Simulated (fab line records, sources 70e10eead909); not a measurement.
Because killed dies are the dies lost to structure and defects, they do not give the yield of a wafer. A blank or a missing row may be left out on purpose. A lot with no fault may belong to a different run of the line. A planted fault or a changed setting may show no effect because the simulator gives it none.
Which tool is to blame? + flow nandHarc + 63 wafers from 21 lots sampled at 6 of the route's 1159 steps

== WHAT EACH GAUGE READ, for each wafer ==
The record lacks any reading of a measuring or inspecting step that a usual standard deviation could be used to judge.

== WHAT TOOL EACH LOT RAN ON (gives the tool, then ch and the chambers of the sampled wafers, and finally the start) ==
| lot  | NHARC_A_STAIRCASE_TRIM_229        | NHARC_A_STAIRCASE_TRIM_233                   | NHARC_A_STAIRCASE_DESCUM_252      | NHARC_A_STAIRCASE_DESCUM_312      | NHARC_A_STAIRCASE_CMP_450     | NHARC_A_STAIRCASE_CMP_472     |
|------|-----------------------------------|----------------------------------------------|-----------------------------------|-----------------------------------|-------------------------------|-------------------------------|
| L074 | rieDiel-03 ch 1,2, day 11 02:26   | rieDiel-03 ch 0,1,3, day 11 04:52 or earlier | rieDiel-03 ch 0,2,3, day 11 04:52 | rieDiel-03 ch 1,2,3, day 11 17:20 | cmp-02 ch 1,2, day 13 10:26   | cmp-02 ch 1,2,3, day 13 12:07 |
| L075 | rieDiel-04 ch 2,3, day 11 14:41   | rieDiel-04 ch 0,1,2, day 11 17:22 or earlier | rieDiel-04 ch 0,1,2, day 11 17:22 | rieDiel-03 ch 1,3, day 12 02:18   | cmp-02 ch 2,3, day 14 08:08   | cmp-04 ch 2,3, day 14 09:42   |
| L076 | rieDiel-04 ch 1,2, day 11 17:28   | rieDiel-04 ch 0,1, day 11 20:08 or earlier   | rieDiel-03 ch 1,2,3, day 11 20:08 | rieDiel-03 ch 2,3, day 12 05:15   | cmp-03 ch 2,3, day 14 08:04   | cmp-03 ch 2,3, day 14 09:31   |
| L077 | rieDiel-13 ch 1,2,3, day 11 18:23 | rieDiel-13 ch 1,2,3, day 11 21:05 or earlier | rieDiel-04 ch 1,3, day 11 21:05   | rieDiel-13 ch 0,2,3, day 12 08:22 | cmp-03 ch 0,1, day 14 17:41   | cmp-03 ch 1,2,3, day 14 19:10 |
| L079 | rieDiel-04 ch 0,2,3, day 12 09:16 | rieDiel-04 ch 0,1, day 12 11:44 or earlier   | rieDiel-03 ch 1,3, day 12 11:44   | rieDiel-13 ch 0,1,2, day 12 21:58 | cmp-02 ch 0,1,2, day 15 00:47 | cmp-02 ch 0,1, day 15 02:23   |
| L081 | rieDiel-04 ch 1,2,3, day 12 18:33 | rieDiel-04 ch 2,3, day 12 22:04 or earlier   | rieDiel-03 ch 1,2,3, day 12 22:04 | rieDiel-13 ch 0,1,3, day 13 11:14 | cmp-03 ch 1,2,3, day 15 04:56 | cmp-04 ch 0,1,2, day 15 06:29 |
| L080 | rieDiel-03 ch 0,2,3, day 13 06:19 | rieDiel-03 ch 0,1,2, day 13 10:35 or earlier | rieDiel-13 ch 1,2, day 13 10:35   | rieDiel-13 ch 0,1,3, day 14 07:07 | cmp-03 ch 0,3, day 16 06:34   | cmp-02 ch 1,2,3, day 16 08:06 |
| L084 | rieDiel-03 ch 1,2,3, day 13 13:59 | rieDiel-03 ch 0,2, day 13 16:44 or earlier   | rieDiel-04 ch 1,2,3, day 13 16:44 | rieDiel-03 ch 0,2,3, day 14 07:44 | cmp-02 ch 1,3, day 16 06:01   | cmp-02 ch 0,1,2, day 16 07:31 |
| L082 | rieDiel-03 ch 1,2,3, day 13 14:11 | rieDiel-03 ch 0,1,3, day 13 16:57 or earlier | rieDiel-13 ch 0,1,2, day 13 16:57 | rieDiel-03 ch 0,1,3, day 14 08:57 | cmp-03 ch 0,1,2, day 16 08:28 | cmp-04 ch 0,2,3, day 16 09:56 |
| L083 | rieDiel-04 ch 1,2, day 13 14:48   | rieDiel-04 ch 1,2,3, day 13 17:46 or earlier | rieDiel-04 ch 1,2,3, day 13 17:46 | rieDiel-04 ch 0,2,3, day 14 08:05 | cmp-04 ch 0,2,3, day 16 06:52 | cmp-02 ch 0,1,2, day 16 08:19 |
| L086 | rieDiel-04 ch 0,1,2, day 15 04:41 | rieDiel-04 ch 1,2,3, day 15 07:37 or earlier | rieDiel-13 ch 2,3, day 15 07:37   | rieDiel-03 ch 0,1,2, day 15 23:05 | cmp-04 ch 0,2,3, day 17 22:37 | cmp-02 ch 0,2,3, day 18 00:06 |
| L088 | rieDiel-04 ch 0,1,3, day 15 04:49 | rieDiel-04 ch 1,2,3, day 15 07:53 or earlier | rieDiel-04 ch 0,2,3, day 15 07:53 | rieDiel-04 ch 0,1,2, day 16 00:40 | cmp-04 ch 1,2,3, day 17 21:03 | cmp-03 ch 0,2,3, day 17 22:34 |
| L089 | rieDiel-03 ch 0,1,3, day 15 08:22 | rieDiel-03 ch 0,1, day 15 11:01 or earlier   | rieDiel-13 ch 0,3, day 15 11:01   | rieDiel-03 ch 1,3, day 16 04:19   | cmp-04 ch 1,3, day 17 22:28   | cmp-04 ch 0,1,3, day 17 23:56 |
| L091 | rieDiel-13 ch 0,1, day 15 09:14   | rieDiel-13 ch 0,2,3, day 15 11:43 or earlier | rieDiel-13 ch 0,1,2, day 15 11:43 | rieDiel-13 ch 1,2, day 16 06:02   | cmp-02 ch 1,2,3, day 17 21:10 | cmp-02 ch 0,1,2, day 17 22:41 |
| L090 | rieDiel-03 ch 0,1,2, day 15 09:34 | rieDiel-03 ch 0,1,2, day 15 12:41 or earlier | rieDiel-04 ch 0,1,3, day 15 12:41 | rieDiel-04 ch 1,2,3, day 16 10:50 | cmp-02 ch 0,2,3, day 18 12:32 | cmp-03 ch 0,1,2, day 18 14:15 |
| L092 | rieDiel-04 ch 0,1,3, day 15 11:50 | rieDiel-04 ch 0,2,3, day 15 14:55 or earlier | rieDiel-03 ch 0,1, day 15 14:55   | rieDiel-13 ch 0,1,2, day 16 14:36 | cmp-02 ch 0,1, day 18 12:43   | cmp-04 ch 1,2,3, day 18 14:14 |
| L094 | rieDiel-04 ch 0,1,3, day 16 15:52 | rieDiel-04 ch 1,2,3, day 16 18:22 or earlier | rieDiel-13 ch 0,3, day 16 18:22   | rieDiel-04 ch 1,2, day 17 10:38   | cmp-04 ch 1,3, day 19 10:41   | cmp-03 ch 0,1, day 19 12:08   |
| L093 | rieDiel-13 ch 0,3, day 16 16:34   | rieDiel-13 ch 0,1,2, day 16 19:09 or earlier | rieDiel-03 ch 0,3, day 16 19:09   | rieDiel-13 ch 0,1,2, day 17 10:50 | cmp-02 ch 0,3, day 19 10:42   | cmp-04 ch 0,1,3, day 19 12:32 |
| L096 | rieDiel-04 ch 0,3, day 16 18:34   | rieDiel-04 ch 1,2, day 16 21:16 or earlier   | rieDiel-04 ch 0,2,3, day 16 21:16 | rieDiel-04 ch 0,3, day 17 11:08   | cmp-03 ch 0,1, day 19 10:10   | cmp-02 ch 0,2,3, day 19 11:43 |
| L095 | rieDiel-04 ch 0,2,3, day 16 19:40 | rieDiel-04 ch 2,3, day 16 22:08 or earlier   | rieDiel-13 ch 0,1,3, day 16 22:08 | rieDiel-13 ch 1,2,3, day 17 13:28 | cmp-04 ch 0,1,2, day 19 17:17 | cmp-02 ch 1,2, day 19 18:59   |
| L097 | rieDiel-04 ch 0,1,3, day 17 07:02 | rieDiel-04 ch 0,2, day 17 09:38 or earlier   | rieDiel-04 ch 0,1,2, day 17 09:38 | rieDiel-03 ch 0,2, day 17 20:36   | cmp-03 ch 1,2,3, day 19 17:10 | cmp-04 ch 0,1,3, day 19 18:56 |
- NHARC_A_STAIRCASE_TRIM_229: chemistry O2, time 211.2 s.
- NHARC_A_STAIRCASE_TRIM_233: chemistry O2, time 211.2 s.
- NHARC_A_STAIRCASE_DESCUM_252: chemistry O2, time 3 s.
- NHARC_A_STAIRCASE_DESCUM_312: chemistry O2, time 3 s.
- NHARC_A_STAIRCASE_CMP_450: polishes SiO2, target thk 200 nm.
- NHARC_A_STAIRCASE_CMP_472: polishes SiO2.

== WHAT THE TOOLS THEMSELVES READ (means of the sampled wafers that have a number; where no wafer has one, the mark that the record gives instead) ==
NHARC_A_STAIRCASE_TRIM_229. Usual: chamberPressureMTorr is 60.00 mTorr with standard deviation 0.054, drypumpMotorCurrentA is 5.8 A with standard deviation 0.62, mfcArSccm is 0.004 sccm with standard deviation 0.0065, oesProductAu is 0.998 a.u. with standard deviation 0.01, rfVppV is 57.7 V with standard deviation 0.92, showerheadPlenumPTorr is 3.49 Torr with standard deviation 0.13, and throttleValvePct is 17.036 % with standard deviation 0.009.
| lot  | tool       | chamberPressureMTorr (mTorr) | drypumpMotorCurrentA (A) | mfcArSccm (sccm) | oesProductAu (a.u.) | rfVppV (V) | showerheadPlenumPTorr (Torr) | throttleValvePct (%) | flag |
|------|------------|------------------------------|--------------------------|------------------|---------------------|------------|------------------------------|----------------------|------|
| L074 | rieDiel-03 | 60.01                        | 6.2                      | 0.014            | 0.986               | 57.9       | 3.39                         | 17.038               |      |
| L075 | rieDiel-04 | 59.97                        | 5.6                      | 0.009            | 1.014               | 58.3       | 3.42                         | 17.032               |      |
| L076 | rieDiel-04 | 60.01                        | 5.3                      | 0.003            | 0.998               | 57.9       | 3.57                         | 17.032               |      |
| L077 | rieDiel-13 | 60.02                        | 5.7                      | 0.000            | 0.998               | 57.7       | 3.49                         | 17.037               |      |
| L079 | rieDiel-04 | 60.04                        | 6.0                      | 0.005            | 0.992               | 57.6       | 3.50                         | 17.037               |      |
| L081 | rieDiel-04 | 60.02                        | 5.3                      | 0.007            | 1.006               | 57.1       | 3.48                         | 17.042               |      |
| L080 | rieDiel-03 | 59.98                        | 6.1                      | 0.000            | 1.004               | 57.2       | 3.46                         | 17.034               |      |
| L084 | rieDiel-03 | 60.03                        | 6.2                      | 0.007            | 0.992               | 57.2       | 3.46                         | 17.039               |      |
| L082 | rieDiel-03 | 59.98                        | 6.2                      | 0.007            | 1.000               | 57.7       | 3.46                         | 17.037               |      |
| L083 | rieDiel-04 | 60.01                        | 5.0                      | 0.005            | 0.994               | 58.4       | 3.55                         | 17.040               |      |
| L086 | rieDiel-04 | 59.98                        | 5.7                      | 0.003            | 0.993               | 58.2       | 3.56                         | 17.034               |      |
| L088 | rieDiel-04 | 60.03                        | 5.7                      | 0.007            | 0.995               | 57.9       | 3.47                         | 17.042               |      |
| L089 | rieDiel-03 | 60.04                        | 6.2                      | 0.007            | 1.001               | 57.2       | 3.49                         | 17.032               |      |
| L091 | rieDiel-13 | 59.98                        | 5.9                      | 0.000            | 0.994               | 56.8       | 3.45                         | 17.038               |      |
| L090 | rieDiel-03 | 60.00                        | 6.1                      | 0.007            | 0.996               | 57.5       | 3.37                         | 17.039               |      |
| L092 | rieDiel-04 | 60.00                        | 5.7                      | 0.007            | 0.990               | 58.3       | 3.47                         | 17.040               |      |
| L094 | rieDiel-04 | 60.00                        | 5.7                      | 0.007            | 0.997               | 58.2       | 3.46                         | 17.038               |      |
| L093 | rieDiel-13 | 60.00                        | 6.0                      | 0.000            | 1.006               | 58.6       | 3.35                         | 17.026               |      |
| L096 | rieDiel-04 | 59.98                        | 6.3                      | 0.005            | 1.005               | 57.5       | 3.48                         | 17.027               |      |
| L095 | rieDiel-04 | 59.96                        | 6.0                      | 0.005            | 1.001               | 58.1       | 3.48                         | 17.024               |      |
| L097 | rieDiel-04 | 59.96                        | 5.7                      | 0.007            | 1.000               | 58.0       | 3.46                         | 17.038               |      |

NHARC_A_STAIRCASE_TRIM_233. Usual: chamberPressureMTorr is 60.00 mTorr with standard deviation 0.059, drypumpMotorCurrentA is 5.8 A with standard deviation 0.59, mfcArSccm is 0.005 sccm with standard deviation 0.0071, oesProductAu is 0.999 a.u. with standard deviation 0.011, rfVppV is 57.7 V with standard deviation 0.9, showerheadPlenumPTorr is 3.48 Torr with standard deviation 0.13, and throttleValvePct is 17.036 % with standard deviation 0.0085.
| lot  | tool       | chamberPressureMTorr (mTorr) | drypumpMotorCurrentA (A) | mfcArSccm (sccm) | oesProductAu (a.u.) | rfVppV (V) | showerheadPlenumPTorr (Torr) | throttleValvePct (%) | flag |
|------|------------|------------------------------|--------------------------|------------------|---------------------|------------|------------------------------|----------------------|------|
| L074 | rieDiel-03 | 59.96                        | 6.2                      | 0.007            | 0.999               | 58.0       | 3.51                         | 17.032               |      |
| L075 | rieDiel-04 | 60.06                        | 5.7                      | 0.003            | 1.004               | 58.5       | 3.57                         | 17.041               |      |
| L076 | rieDiel-04 | 60.03                        | 5.4                      | 0.005            | 0.996               | 57.4       | 3.55                         | 17.036               |      |
| L077 | rieDiel-13 | 60.00                        | 5.7                      | 0.000            | 1.004               | 57.1       | 3.49                         | 17.033               |      |
| L079 | rieDiel-04 | 60.02                        | 6.0                      | 0.003            | 0.996               | 58.4       | 3.57                         | 17.044               |      |
| L081 | rieDiel-04 | 59.99                        | 5.6                      | 0.009            | 1.001               | 57.5       | 3.41                         | 17.031               |      |
| L080 | rieDiel-03 | 60.10                        | 6.1                      | 0.007            | 0.999               | 57.5       | 3.38                         | 17.038               |      |
| L084 | rieDiel-03 | 60.03                        | 6.0                      | 0.000            | 1.013               | 57.6       | 3.37                         | 17.036               |      |
| L082 | rieDiel-03 | 60.02                        | 6.2                      | 0.007            | 1.001               | 57.6       | 3.49                         | 17.038               |      |
| L083 | rieDiel-04 | 59.99                        | 5.3                      | 0.007            | 0.994               | 57.8       | 3.48                         | 17.034               |      |
| L086 | rieDiel-04 | 59.98                        | 5.3                      | 0.007            | 1.006               | 57.0       | 3.47                         | 17.030               |      |
| L088 | rieDiel-04 | 59.98                        | 5.3                      | 0.007            | 0.991               | 57.3       | 3.47                         | 17.036               |      |
| L089 | rieDiel-03 | 60.02                        | 6.2                      | 0.007            | 0.998               | 57.5       | 3.40                         | 17.037               |      |
| L091 | rieDiel-13 | 59.98                        | 5.7                      | 0.000            | 0.994               | 57.0       | 3.52                         | 17.042               |      |
| L090 | rieDiel-03 | 59.94                        | 6.1                      | 0.007            | 0.996               | 57.5       | 3.37                         | 17.034               |      |
| L092 | rieDiel-04 | 60.00                        | 6.0                      | 0.005            | 0.993               | 57.5       | 3.49                         | 17.038               |      |
| L094 | rieDiel-04 | 59.95                        | 5.3                      | 0.007            | 0.998               | 57.3       | 3.46                         | 17.035               |      |
| L093 | rieDiel-13 | 59.98                        | 5.7                      | 0.000            | 0.987               | 58.7       | 3.54                         | 17.036               |      |
| L096 | rieDiel-04 | 60.06                        | 5.3                      | 0.003            | 0.989               | 57.9       | 3.55                         | 17.040               |      |
| L095 | rieDiel-04 | 60.05                        | 5.6                      | 0.009            | 1.007               | 57.0       | 3.40                         | 17.033               |      |
| L097 | rieDiel-04 | 60.03                        | 6.0                      | 0.000            | 0.988               | 57.1       | 3.56                         | 17.046               |      |

NHARC_A_STAIRCASE_DESCUM_252. Usual: chamberPressureMTorr is 59.99 mTorr with standard deviation 0.056, drypumpMotorCurrentA is 5.8 A with standard deviation 0.54, mfcArSccm is 0.003 sccm with standard deviation 0.006, oesProductAu is 0.997 a.u. with standard deviation 0.013, rfVppV is 57.7 V with standard deviation 0.98, showerheadPlenumPTorr is 1.89 Torr with standard deviation 0.088, and throttleValvePct is 11.312 % with standard deviation 0.0096.
| lot  | tool       | chamberPressureMTorr (mTorr) | drypumpMotorCurrentA (A) | mfcArSccm (sccm) | oesProductAu (a.u.) | rfVppV (V) | showerheadPlenumPTorr (Torr) | throttleValvePct (%) | flag |
|------|------------|------------------------------|--------------------------|------------------|---------------------|------------|------------------------------|----------------------|------|
| L074 | rieDiel-03 | 59.97                        | 6.0                      | 0.000            | 1.002               | 57.1       | 1.87                         | 11.313               |      |
| L075 | rieDiel-04 | 59.99                        | 5.7                      | 0.003            | 1.009               | 57.5       | 1.94                         | 11.310               |      |
| L076 | rieDiel-03 | 59.95                        | 6.1                      | 0.007            | 0.990               | 57.2       | 1.88                         | 11.307               |      |
| L077 | rieDiel-04 | 59.99                        | 5.3                      | 0.012            | 1.008               | 58.5       | 1.84                         | 11.303               |      |
| L079 | rieDiel-03 | 60.02                        | 6.2                      | 0.007            | 0.997               | 57.7       | 1.95                         | 11.305               |      |
| L081 | rieDiel-03 | 60.03                        | 6.2                      | 0.007            | 0.997               | 58.2       | 1.87                         | 11.303               |      |
| L080 | rieDiel-13 | 60.01                        | 5.4                      | 0.000            | 0.991               | 58.5       | 1.97                         | 11.317               |      |
| L084 | rieDiel-04 | 59.97                        | 5.3                      | 0.007            | 1.001               | 58.1       | 1.88                         | 11.312               |      |
| L082 | rieDiel-13 | 59.94                        | 5.6                      | 0.000            | 0.983               | 58.4       | 1.92                         | 11.315               |      |
| L083 | rieDiel-04 | 59.91                        | 5.3                      | 0.007            | 0.997               | 58.5       | 1.88                         | 11.314               |      |
| L086 | rieDiel-13 | 60.00                        | 5.8                      | 0.000            | 1.014               | 56.9       | 1.86                         | 11.307               |      |
| L088 | rieDiel-04 | 59.95                        | 6.0                      | 0.005            | 0.997               | 58.1       | 1.89                         | 11.312               |      |
| L089 | rieDiel-13 | 59.99                        | 6.0                      | 0.000            | 1.002               | 57.1       | 1.81                         | 11.310               |      |
| L091 | rieDiel-13 | 60.01                        | 5.6                      | 0.000            | 0.986               | 58.7       | 1.92                         | 11.308               |      |
| L090 | rieDiel-04 | 60.00                        | 5.7                      | 0.007            | 0.996               | 58.0       | 1.88                         | 11.311               |      |
| L092 | rieDiel-03 | 59.94                        | 6.3                      | 0.014            | 0.996               | 57.2       | 1.85                         | 11.311               |      |
| L094 | rieDiel-13 | 59.98                        | 6.0                      | 0.000            | 1.007               | 57.6       | 1.81                         | 11.303               |      |
| L093 | rieDiel-03 | 60.02                        | 6.1                      | 0.000            | 0.995               | 57.6       | 1.93                         | 11.309               |      |
| L096 | rieDiel-04 | 59.92                        | 6.0                      | 0.005            | 0.994               | 57.2       | 1.89                         | 11.312               |      |
| L095 | rieDiel-13 | 59.99                        | 5.9                      | 0.000            | 1.000               | 57.4       | 1.82                         | 11.322               |      |
| L097 | rieDiel-04 | 60.00                        | 5.6                      | 0.003            | 0.991               | 58.9       | 1.92                         | 11.305               |      |

NHARC_A_STAIRCASE_DESCUM_312. Usual: chamberPressureMTorr is 60.00 mTorr with standard deviation 0.059, drypumpMotorCurrentA is 5.9 A with standard deviation 0.44, mfcArSccm is 0.003 sccm with standard deviation 0.0066, oesProductAu is 0.999 a.u. with standard deviation 0.013, rfVppV is 57.6 V with standard deviation 0.85, showerheadPlenumPTorr is 1.88 Torr with standard deviation 0.089, and throttleValvePct is 11.311 % with standard deviation 0.0098.
| lot  | tool       | chamberPressureMTorr (mTorr) | drypumpMotorCurrentA (A) | mfcArSccm (sccm) | oesProductAu (a.u.) | rfVppV (V) | showerheadPlenumPTorr (Torr) | throttleValvePct (%) | flag |
|------|------------|------------------------------|--------------------------|------------------|---------------------|------------|------------------------------|----------------------|------|
| L074 | rieDiel-03 | 60.03                        | 6.2                      | 0.007            | 0.999               | 57.4       | 1.88                         | 11.309               |      |
| L075 | rieDiel-03 | 59.95                        | 6.3                      | 0.014            | 0.996               | 57.6       | 1.90                         | 11.305               |      |
| L076 | rieDiel-03 | 59.96                        | 6.1                      | 0.000            | 0.997               | 57.3       | 1.92                         | 11.306               |      |
| L077 | rieDiel-13 | 60.00                        | 5.7                      | 0.000            | 0.997               | 57.9       | 1.92                         | 11.313               |      |
| L079 | rieDiel-13 | 60.01                        | 5.6                      | 0.000            | 0.997               | 58.1       | 1.93                         | 11.322               |      |
| L081 | rieDiel-13 | 60.01                        | 5.9                      | 0.000            | 1.003               | 56.6       | 1.83                         | 11.311               |      |
| L080 | rieDiel-13 | 60.03                        | 5.9                      | 0.000            | 1.011               | 56.8       | 1.83                         | 11.314               |      |
| L084 | rieDiel-03 | 60.02                        | 6.1                      | 0.000            | 1.000               | 58.6       | 1.87                         | 11.308               |      |
| L082 | rieDiel-03 | 60.00                        | 6.2                      | 0.007            | 0.997               | 57.8       | 1.89                         | 11.307               |      |
| L083 | rieDiel-04 | 60.02                        | 6.0                      | 0.005            | 0.999               | 57.5       | 1.90                         | 11.312               |      |
| L086 | rieDiel-03 | 60.03                        | 6.1                      | 0.007            | 1.001               | 56.7       | 1.82                         | 11.315               |      |
| L088 | rieDiel-04 | 59.92                        | 5.7                      | 0.003            | 0.986               | 57.7       | 1.93                         | 11.320               |      |
| L089 | rieDiel-03 | 59.96                        | 6.2                      | 0.007            | 1.001               | 57.3       | 1.94                         | 11.307               |      |
| L091 | rieDiel-13 | 60.03                        | 5.6                      | 0.000            | 0.998               | 57.9       | 1.90                         | 11.311               |      |
| L090 | rieDiel-04 | 59.95                        | 5.3                      | 0.007            | 0.993               | 57.4       | 1.88                         | 11.318               |      |
| L092 | rieDiel-13 | 60.05                        | 5.6                      | 0.000            | 0.999               | 58.0       | 1.92                         | 11.301               |      |
| L094 | rieDiel-04 | 59.99                        | 5.3                      | 0.003            | 0.993               | 58.1       | 1.92                         | 11.308               |      |
| L093 | rieDiel-13 | 59.96                        | 5.6                      | 0.000            | 0.993               | 57.6       | 1.91                         | 11.305               |      |
| L096 | rieDiel-04 | 59.95                        | 6.3                      | 0.005            | 1.007               | 57.9       | 1.89                         | 11.318               |      |
| L095 | rieDiel-13 | 60.00                        | 5.7                      | 0.000            | 1.009               | 57.1       | 1.87                         | 11.311               |      |
| L097 | rieDiel-03 | 60.03                        | 6.0                      | 0.000            | 1.011               | 58.5       | 2.00                         | 11.317               |      |

NHARC_A_STAIRCASE_CMP_450. Usual: 12.0 A for motorCurrentA, sd 0.94.
| lot  | tool   | motorCurrentA (A) | flag |
|------|--------|-------------------|------|
| L074 | cmp-02 | 10.9              |      |
| L075 | cmp-02 | 12.8              |      |
| L076 | cmp-03 | 11.8              |      |
| L077 | cmp-03 | 11.0              |      |
| L079 | cmp-02 | 11.8              |      |
| L081 | cmp-03 | 11.8              |      |
| L080 | cmp-03 | 11.6              |      |
| L084 | cmp-02 | 12.3              |      |
| L082 | cmp-03 | 11.2              |      |
| L083 | cmp-04 | 12.1              |      |
| L086 | cmp-04 | 12.0              |      |
| L088 | cmp-04 | 12.3              |      |
| L089 | cmp-04 | 12.5              |      |
| L091 | cmp-02 | 12.0              |      |
| L090 | cmp-02 | 12.5              |      |
| L092 | cmp-02 | 11.7              |      |
| L094 | cmp-04 | 12.3              |      |
| L093 | cmp-02 | 12.9              |      |
| L096 | cmp-03 | 11.3              |      |
| L095 | cmp-04 | 12.1              |      |
| L097 | cmp-03 | 11.9              |      |

NHARC_A_STAIRCASE_CMP_472. Usual: 12.0 A for motorCurrentA, sd 0.88.
| lot  | tool   | motorCurrentA (A) | flag |
|------|--------|-------------------|------|
| L074 | cmp-02 | 11.8              |      |
| L075 | cmp-04 | 11.8              |      |
| L076 | cmp-03 | 12.1              |      |
| L077 | cmp-03 | 12.0              |      |
| L079 | cmp-02 | 11.1              |      |
| L081 | cmp-04 | 11.9              |      |
| L080 | cmp-02 | 11.9              |      |
| L084 | cmp-02 | 12.5              |      |
| L082 | cmp-04 | 12.5              |      |
| L083 | cmp-02 | 12.1              |      |
| L086 | cmp-02 | 13.0              |      |
| L088 | cmp-03 | 11.3              |      |
| L089 | cmp-04 | 12.8              |      |
| L091 | cmp-02 | 12.0              |      |
| L090 | cmp-03 | 11.4              |      |
| L092 | cmp-04 | 11.9              |      |
| L094 | cmp-03 | 10.9              |      |
| L093 | cmp-04 | 12.4              |      |
| L096 | cmp-02 | 12.5              |      |
| L095 | cmp-02 | 11.6              |      |
| L097 | cmp-04 | 12.4              |      |

== THE ANSWER, worked out from the rows above alone ==
Rule: a lot is off if the mean of its wafers that have a number lies more than 3 standard deviations from the usual mean. Also off: a lot with no number at a reading for which 4 or more lots have one. Any other lot the step has rows for is counted as sound. First the gauges in route order, then the tools' own readings, where a lot's mean is used as printed above. The first step at which some lot is off is used, and at that step the reading that is off furthest; a lot without a number counts as furthest.
No lot is off at any reading shown: from this, nothing can be told.

== WHAT THE SIMULATOR PUT IN ==
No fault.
